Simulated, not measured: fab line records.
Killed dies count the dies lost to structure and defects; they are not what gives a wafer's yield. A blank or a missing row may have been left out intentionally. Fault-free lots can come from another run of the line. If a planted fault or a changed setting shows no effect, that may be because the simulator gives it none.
2 desks, one fault || flow n5-finfet || what lay behind the numbers comes last; until then each desk has only its own

== AT THE TOOL OWNER'S DESK: implanter-01 ==
The tool's own readings at N5_WELL_APT_IMPLANT_15, given as means over the sampled wafers that have a number, one for each lot that went through this tool. A lot is out of limits, marked OUT, if its mean lies more than 4 standard deviations from the usual mean; the brackets give that distance.
Columns: A = dose-ions-cm2 at N5_WELL_APT_IMPLANT_15, usual 1.5001e+13; B = end-station-pressure-torr at N5_WELL_APT_IMPLANT_15, usual 5.16e-06 Torr; C = faraday-current-uA at N5_WELL_APT_IMPLANT_15, usual 190; D = rotation-deg at N5_WELL_APT_IMPLANT_15, usual -0.003 degrees
{"lot": "L189", "first seen here": "day 2 08:27", "A": 1.5012e+13, "B": 5.41e-06, "C": 192, "D": -0.003}
{"lot": "L190", "first seen here": "day 2 14:34", "A": "2.2981e+13 (+99 or more) OUT", "B": 4.97e-06, "C": "292 (+28) OUT", "D": 0.024}
{"lot": "L191", "first seen here": "day 2 20:16", "A": "2.2985e+13 (+99 or more) OUT", "B": 5.37e-06, "C": "290 (+28) OUT", "D": -0.014}
{"lot": "L193", "first seen here": "day 3 08:16", "A": "2.2981e+13 (+99 or more) OUT", "B": 5.36e-06, "C": "294 (+29) OUT", "D": -0.005}
{"lot": "L203", "first seen here": "day 5 20:22", "A": 1.5003e+13, "B": 5.20e-06, "C": 191, "D": 0.015}
This desk's verdict: out of limits on L190, L191, L193, starting with L190 at day 2 14:34 (dose-ions-cm2 at N5_WELL_APT_IMPLANT_15). L189, L203: within limits.

== AT THE METROLOGY DESK ==
What the gauges read for every lot (on any tool): the sampled wafers with a number, averaged. A lot is out of limits, marked OUT, if its mean lies more than 4 standard deviations from the usual mean; the brackets give that distance. 7 of its 12 readings are shown: the first one out of limits and those lying furthest out on some lot.
Columns: A = CJ_P at N5_BEOL_M4_RC_MEAS_101, usual 5.79; B = DIBL_N at N5_BEOL_M4_RC_MEAS_101, usual 35.9 mV/V; C = IOFF_P at N5_BEOL_M4_RC_MEAS_101, usual 0.204 nA/um; D = IOFF_P_LONG at N5_BEOL_M4_RC_MEAS_101, usual 0.000104 nA/um; E = ION_P at N5_BEOL_M4_RC_MEAS_101, usual 462 uA/um; F = SS_P at N5_BEOL_M4_RC_MEAS_101, usual 73.2 mV/dec; G = VT_P at N5_BEOL_M4_RC_MEAS_101, usual -250.6 mV
{"lot": "L188", "first seen here": "day 8 20:23", "A": 5.76, "B": 33.7, "C": 0.195, "D": 0.000112, "E": 463, "F": 72.6, "G": -250.3}
{"lot": "L191", "first seen here": "day 9 16:45", "A": "7.42 (+11) OUT", "B": 36.4, "C": 0.199, "D": "0.000145 (+4.9) OUT", "E": 461, "F": 73.7, "G": -251.7}
{"lot": "L189", "first seen here": "day 9 18:23", "A": 5.74, "B": 35.9, "C": 0.192, "D": 0.000091, "E": 458, "F": 73.5, "G": -253.1}
{"lot": "L190", "first seen here": "day 9 21:12", "A": "7.20 (+9.4) OUT", "B": 36.4, "C": 0.180, "D": "0.000139 (+4.2) OUT", "E": 458, "F": 73.0, "G": -253.0}
{"lot": "L193", "first seen here": "day 11 00:04", "A": "7.04 (+8.4) OUT", "B": 34.8, "C": 0.173, "D": "0.000141 (+4.4) OUT", "E": 460, "F": 72.9, "G": -253.0}
{"lot": "L201", "first seen here": "day 12 14:05", "A": 5.83, "B": 37.6, "C": 0.168, "D": 0.000096, "E": 457, "F": 73.0, "G": -253.7}
{"lot": "L204", "first seen here": "day 13 14:14", "A": 5.90, "B": 34.7, "C": 0.203, "D": 0.000111, "E": 468, "F": 73.3, "G": -251.3}
{"lot": "L203", "first seen here": "day 13 14:47", "A": 5.56, "B": 36.4, "C": 0.175, "D": 0.000091, "E": 456, "F": 73.1, "G": -253.4}
{"lot": "L209", "first seen here": "day 14 22:47", "A": 5.85, "B": 35.5, "C": 0.225, "D": 0.000117, "E": 471, "F": 73.0, "G": -246.5}
This desk's finding: out of limits on L190, L191, L193; first on L191, day 9 16:45 (CJ_P at N5_BEOL_M4_RC_MEAS_101). L188, L189, L201, L204, L203, L209: within limits.

== PUT TOGETHER ==
An alarm could have come from the tool owner's desk at day 2 14:34, on L190, L191, L193.
An alarm was possible from the metrology desk at day 9 16:45, on L190, L191, L193.
Of the lots named, all ran N5_WELL_APT_IMPLANT_15 on implanter-01.

== WHAT THE SIMULATOR PUT IN ==
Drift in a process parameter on implanter-01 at N5_WELL_APT_IMPLANT_15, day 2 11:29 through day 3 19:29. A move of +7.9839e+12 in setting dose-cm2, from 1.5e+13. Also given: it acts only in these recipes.
Lots struck among those shown: L190, L191, L193.
Hours from the fault's start to each desk's first reading out of limits: the tool owner's desk, 3; the metrology desk, 173.
